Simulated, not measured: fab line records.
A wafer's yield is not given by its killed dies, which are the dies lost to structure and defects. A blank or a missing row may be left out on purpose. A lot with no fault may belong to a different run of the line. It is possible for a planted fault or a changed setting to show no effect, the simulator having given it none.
Chamber matching    flow nandHarc    4 sister chambers for NHARC_A_STAIRCASE_ETCHBACK_422 on rieDiel-06
The step etches the open film in CH3F/O2, target depth 40 nm, time 74.286 s. 4 wafers are shown with their chamber, then 9 later ones without.

WAFERS WITH THEIR CHAMBER
wafer   chamber  showerheadPlenumPTorr (Torr)
L087.2  3        2.56
L087.1  0        2.50
L087.5  2        2.57
L087.6  1        2.38

WAFERS MISSING THEIR CHAMBER
wafer   showerheadPlenumPTorr (Torr)
L089.2  2.57
L089.5  2.38
L089.6  2.49
L088.1  2.57
L088.3  2.55
L088.6  2.55
L096.1  2.56
L096.4  2.55
L096.5  2.49

WHICH CHAMBER EACH ONE RAN IN
wafer   from the rows above      in truth
L089.2  can't be placed: 2 or 3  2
L089.5  1                        1
L089.6  0                        0
L088.1  can't be placed: 2 or 3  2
L088.3  can't be placed: 3 or 2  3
L088.6  can't be placed: 3 or 2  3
L096.1  can't be placed: 3 or 2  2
L096.4  can't be placed: 3 or 2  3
L096.5  0                        0
3 of 9 placed correctly. Can't be placed from these rows: 6 (the true chamber is among the candidates in 6). Number placed wrongly: 0.
How it was worked out, from the rows above alone: a wafer's distance from a chamber is the root of the sum, over the readings, of the square of ((its reading less the chamber's mean) divided by the reading's scatter). If the next closest chamber is less than 2 further off than the closest, the wafer can't be placed; otherwise it belongs to the closest. Each chamber's mean is taken over the wafers shown for it. The scatter (one wafer shown for each chamber): square how far every hidden wafer sits from the nearest shown wafer, average those squares and take the square root.
